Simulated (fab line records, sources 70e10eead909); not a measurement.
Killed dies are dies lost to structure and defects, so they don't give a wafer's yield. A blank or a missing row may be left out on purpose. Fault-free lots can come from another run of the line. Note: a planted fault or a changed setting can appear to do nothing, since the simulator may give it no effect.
Struck lot and sound lot, side by side + flow nand-harc + 41 out of 1159 route steps
Sound: the wafers L496.1, L496.2, L496.5. Struck: wafer L512.3. (L512.4, L512.5 of the same lot were not struck and are left out.) The cause comes at the end.
For every step that has rows: the tool of each side, followed by ch and its chambers, followed by its first start. Under that, the readings that differ: sound wafers + struck wafers + difference of the means + sigmas: that difference in standard deviations of wafers without a fault.
alike: readings with means less than 2 such deviations apart, plus words and numbers identical on both sides. not compared: withheld readings, readings lacking a value on some wafer, bounds such as >300 that could conceal the same value, and numbers that have no deviation in the record and whose values overlap.
A row with sigmas, a row that says differs or no value, or rows on one side alone: a step with any of these is where the two part. Numbers that don't overlap but have no deviation are shown without sigmas and don't part them. Lack of a reading on every wafer of one side parts them only where that side has two or more wafers.

first, 7 steps without rows for these wafers: NHARC_A_M0_COAT_33 (time 65 s); NHARC_A_M0_COAT_03 (resist thk 90 nm); NHARC_A_M0_SOFTBAKE_04 (time 55 s); NHARC_A_M0_EBR_05; NHARC_A_M0_EXPOSE_06 (exposes mask A M0, target cd 80 nm); NHARC_A_M0_PEB_07 (peb time 65 s); NHARC_A_M0_DEVELOP_08 (develop time 35 s).
NHARC_A_M0_CD_MEAS_09: target cd 80 nm.
  sound on cd-sem-02 ch 0, day 18 07:46; struck on cd-sem-01 ch 0, day 21 17:42
  alike: cd-nm
NHARC_A_M0_OVL_MEAS_10: pitch 160 nm.
  struck on overlay-01, day 21 17:47; sound on overlay-01, day 18 07:50
| reading           | sound       | struck | difference | sigmas |
|-------------------|-------------|--------|------------|--------|
| overlay-y-nm (nm) | 1.6 2.0 1.9 | -1.5   | -3.3       | -3     |
  alike: overlay-x-nm
NHARC_A_M0_INSPECT_11:
  struck on defect-inspect-02, day 21 17:50; sound on defect-inspect-02, day 18 07:53
  alike: raw-defect-count
NHARC_A_M0_DESCUM_14: chemistry O2, time 3 s.
  sound on rie-diel-07 ch 0,1, day 18 07:56; struck on rie-diel-13 ch 3, day 21 17:54
  alike: drypump-motor-current-A, oes-product-au, rf-vpp-V, showerhead-plenum-p-Torr, throttle-valve-pct
  not compared: rf-hours-counter-h
then, 1 step without rows for these wafers: NHARC_A_M0_ETCH_34 (etches the open film in N2/H2, target depth 40 nm, overetch 12 nm, time 43.94 s).
NHARC_A_M0_ETCH_15: etches the open film in C4F8/Ar, target depth 150 nm, overetch 15 nm, time 82.5 s.
  sound on rie-diel-07 ch 1,2,3, day 18 08:08; struck on rie-diel-13 ch 2, day 21 18:05
| reading               | sound             | struck | difference | sigmas |
|-----------------------|-------------------|--------|------------|--------|
| oes-product-au (a.u.) | 1.010 0.957 0.938 | 0.874  | -0.094     | -4     |
  alike: rf-vpp-V
  not compared: rf-hours-counter-h
NHARC_A_M0_CD_MEAS_16:
  struck on cd-sem-03, day 21 18:12; sound on cd-sem-01, day 18 08:14
  alike: cd-nm
NHARC_A_M0_STRIP_18: strips in N2/H2.
  sound on rie-diel-07 ch 1,2, day 18 08:19; struck on rie-diel-07 ch 0, day 21 18:19
| reading                         | sound          | struck | difference | sigmas |
|---------------------------------|----------------|--------|------------|--------|
| rf-vpp-V (V)                    | 91.2 92.4 90.7 | 89.0   | -2.4       | -3     |
| showerhead-plenum-p-Torr (Torr) | 2.02 2.10 2.10 | 1.90   | -0.17      | -2     |
  alike: drypump-motor-current-A, n2-flow-sccm, oes-product-au, throttle-valve-pct
  not compared: rf-hours-counter-h
then, 1 step without rows for these wafers: NHARC_A_M0_STRIP_19 (strips in post etch residue remover, time 600 s).
NHARC_A_M0_DEGAS_28: time 60 s.
  struck on pvd-sputter-01, day 21 18:49; sound on pvd-sputter-03, day 18 08:52
  alike: heater-power-w, susceptor-temp-C
NHARC_A_M0_PRE_CLEAN_29: time 30 s.
  sound on pvd-sputter-03; struck on pvd-sputter-01
  alike: heater-power-w, susceptor-temp-C
then, 1 step without rows for these wafers: NHARC_A_M0_PVD_20 (deposits TaN, target thk 5 nm, time 8.06 s).
NHARC_A_M0_PVD_21: deposits Cu, target thk 30 nm, time 20.49 s.
  sound on pvd-sputter-03; struck on pvd-sputter-01
| reading                | sound          | struck | difference | sigmas |
|------------------------|----------------|--------|------------|--------|
| throttle-valve-pct (%) | 30.2 27.6 27.4 | 30.8   | +2.4       | +2     |
then, 4 steps without rows for these wafers: NHARC_A_M0_ECD_22 (material Cu, target thk 400 nm); NHARC_A_M0_ANNEAL_30 (time 90 s); NHARC_A_M0_CMP_23 (polishes, t overpolish 20 s, target thk 113.75 nm); NHARC_A_M0_SRD_25.
NHARC_A_M0_INSPECT_27:
  struck on defect-inspect-02, day 21 20:22; sound on defect-inspect-02, day 18 10:27
  alike: raw-defect-count
then, 12 steps without rows for these wafers: NHARC_A_M0_PRE_CLEAN_31 (time 12 s); NHARC_A_M0_DEP_32 (deposits SiCN, target thk 30 nm); NHARC_A_M1_DEP_00 (deposits SiOC, target thk 182.5 nm); NHARC_A_M1_DEHYDRATE_01 (time 120 s); NHARC_A_M1_HMDS_02 (time 30 s); NHARC_A_M1_COAT_34 (time 65 s); NHARC_A_M1_COAT_03 (resist thk 90 nm); NHARC_A_M1_SOFTBAKE_04 (time 55 s); NHARC_A_M1_EBR_05; NHARC_A_M1_EXPOSE_06 (exposes mask A M1, target cd 120 nm); NHARC_A_M1_PEB_07 (peb time 65 s); NHARC_A_M1_DEVELOP_08 (develop time 35 s).
NHARC_A_M1_CD_MEAS_09: target cd 120 nm.
  the record has rows for the sound wafers here (cd-sem-02 ch 0, day 18 12:47) and none for the struck ones
NHARC_A_M1_OVL_MEAS_10: pitch 240 nm.
  the record holds rows for the sound wafers here (overlay-02, day 18 12:52) but none for the struck ones
NHARC_A_M1_INSPECT_11:
  the record holds rows for the sound wafers here (defect-inspect-02, day 18 12:55) but none for the struck ones
NHARC_END_SORT_01:
  sound on prober-01 ch 0, day 20 03:41; struck on prober-01 ch 0, day 23 13:55
| reading                  | sound          | struck | difference | sigmas      |
|--------------------------|----------------|--------|------------|-------------|
| defect-limited-yield (%) | 97.3 97.8 97.9 | 0      | -98        | -65         |
| killed-at-array          | 13 14 11       | 672    | +659       | +66         |
| killed-dies              | 18 15 14       | 677    | +661       | +66         |
| killed-short             | 4 1 1          | 5      | +3         | +2          |
| sort_bin_2_pct (%)       | 0.3 0.7 0      | 96.6   | +96.3      | +99 or more |
| sort-n-pass              | 659 662 663    | 0      | -661       | -66         |
| sort-rim-yield-pct (%)   | 97 98 97       | 0      | -97        | -30         |
| sort-yield-pct (%)       | 97.3 97.8 97.9 | 0      | -98        | -65         |
  alike: killed-at-other, killed-at-periphery, killed-open, sort_bin_3_pct, sort_bin_4_pct

WHERE THEY PART
Last at NHARC_END_SORT_01 as far as this record goes, first at NHARC_A_M0_OVL_MEAS_10.

WHY: the cause the simulator had injected
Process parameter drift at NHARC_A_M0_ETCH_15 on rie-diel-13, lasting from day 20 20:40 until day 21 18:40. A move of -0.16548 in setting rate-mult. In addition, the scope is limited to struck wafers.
